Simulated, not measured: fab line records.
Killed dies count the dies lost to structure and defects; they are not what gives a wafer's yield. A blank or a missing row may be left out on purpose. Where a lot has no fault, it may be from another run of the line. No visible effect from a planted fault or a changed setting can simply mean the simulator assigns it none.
Chamber matching :: flow n5Finfet :: pecvd-02 running N5_BEOL_M7_PECVD_70: 3 sister chambers
The step deposits SiO2 from TEOS/O2, target thk 20 nm, time 22.7 s. 16 wafers are shown with their chamber, then 8 later ones without.

EACH WAFER AND ITS CHAMBER
wafer: L077.2
chamber: 1
throttleValvePct (%): 23.1
showerheadPlenumPTorr (Torr): 8.804
heaterPowerW (W): 839

wafer: L077.3
chamber: 2
throttleValvePct (%): 21.7
showerheadPlenumPTorr (Torr): 8.745
heaterPowerW (W): 620

wafer: L077.4
chamber: 0
throttleValvePct (%): 23.2
showerheadPlenumPTorr (Torr): 8.761
heaterPowerW (W): 709

wafer: L076.1
chamber: 1
throttleValvePct (%): 23.0
showerheadPlenumPTorr (Torr): 8.792
heaterPowerW (W): 712

wafer: L076.3
chamber: 2
throttleValvePct (%): 21.8
showerheadPlenumPTorr (Torr): 8.721
heaterPowerW (W): 643

wafer: L076.5
chamber: 2
throttleValvePct (%): 21.7
showerheadPlenumPTorr (Torr): 8.758
heaterPowerW (W): 650

wafer: L081.1
chamber: 0
throttleValvePct (%): 23.2
showerheadPlenumPTorr (Torr): 8.750
heaterPowerW (W): 761

wafer: L081.5
chamber: 2
throttleValvePct (%): 21.9
showerheadPlenumPTorr (Torr): 8.746
heaterPowerW (W): 655

wafer: L081.6
chamber: 0
throttleValvePct (%): 23.4
showerheadPlenumPTorr (Torr): 8.748
heaterPowerW (W): 761

wafer: L082.1
chamber: 0
throttleValvePct (%): 23.4
showerheadPlenumPTorr (Torr): 8.759
heaterPowerW (W): 679

wafer: L082.4
chamber: 1
throttleValvePct (%): 23.2
showerheadPlenumPTorr (Torr): 8.834
heaterPowerW (W): 758

wafer: L082.6
chamber: 2
throttleValvePct (%): 21.7
showerheadPlenumPTorr (Torr): 8.754
heaterPowerW (W): 543

wafer: L088.3
chamber: 1
throttleValvePct (%): 23.0
showerheadPlenumPTorr (Torr): 8.799
heaterPowerW (W): 761

wafer: L088.4
chamber: 2
throttleValvePct (%): 21.7
showerheadPlenumPTorr (Torr): 8.770
heaterPowerW (W): 666

wafer: L088.6
chamber: 0
throttleValvePct (%): 23.2
showerheadPlenumPTorr (Torr): 8.785
heaterPowerW (W): 832

wafer: L089.1
chamber: 2
throttleValvePct (%): 22.0
showerheadPlenumPTorr (Torr): 8.764
heaterPowerW (W): 642

SIGNATURES, as means of the wafers listed above
reading: throttleValvePct
chamber 0: 23.280
chamber 1: 23.075
chamber 2: 21.786
scatter within a chamber: 0.112

reading: showerheadPlenumPTorr
chamber 0: 8.76060
chamber 1: 8.80725
chamber 2: 8.75114
scatter within a chamber: 0.0163

reading: heaterPowerW
chamber 0: 748.40
chamber 1: 767.50
chamber 2: 631.29
scatter within a chamber: 49.8
Rule: distance of a wafer from a chamber = root of the sum over the readings of ((wafer's reading minus chamber's mean) / reading's scatter) squared. If the next closest chamber is less than 2 further off than the closest, the wafer can't be placed; otherwise it belongs to the closest. The scatter is the square root of a quotient: the sum, over the shown wafers, of each reading's squared deviation from its chamber's mean, divided by wafers minus chambers.

WAFERS WHOSE CHAMBER IS MISSING
wafer: L089.3
throttleValvePct (%): 23.2
showerheadPlenumPTorr (Torr): 8.754
heaterPowerW (W): 735

wafer: L089.4
throttleValvePct (%): 23.1
showerheadPlenumPTorr (Torr): 8.820
heaterPowerW (W): 867

wafer: L093.1
throttleValvePct (%): 23.0
showerheadPlenumPTorr (Torr): 8.774
heaterPowerW (W): 802

wafer: L093.3
throttleValvePct (%): 23.2
showerheadPlenumPTorr (Torr): 8.791
heaterPowerW (W): 741

wafer: L093.4
throttleValvePct (%): 21.9
showerheadPlenumPTorr (Torr): 8.753
heaterPowerW (W): 661

wafer: L094.2
throttleValvePct (%): 23.1
showerheadPlenumPTorr (Torr): 8.752
heaterPowerW (W): 713

wafer: L094.3
throttleValvePct (%): 23.5
showerheadPlenumPTorr (Torr): 8.817
heaterPowerW (W): 870

wafer: L094.6
throttleValvePct (%): 23.2
showerheadPlenumPTorr (Torr): 8.770
heaterPowerW (W): 698

THE CHAMBER EACH PASSED THROUGH
wafer: L089.3
from the rows above: 0
in truth: 0

wafer: L089.4
from the rows above: 1
in truth: 1

wafer: L093.1
from the rows above: can't be placed: 1 or 0
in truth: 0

wafer: L093.3
from the rows above: can't be placed: 1 or 0
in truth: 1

wafer: L093.4
from the rows above: 2
in truth: 2

wafer: L094.2
from the rows above: can't be placed: 0 or 1
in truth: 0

wafer: L094.3
from the rows above: can't be placed: 1 or 0
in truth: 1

wafer: L094.6
from the rows above: can't be placed: 0 or 1
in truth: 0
Correctly placed: 3 of 8. Cannot be placed on the basis of these rows: 5; the candidates contain the true chamber in 5. Wrongly placed: 0.
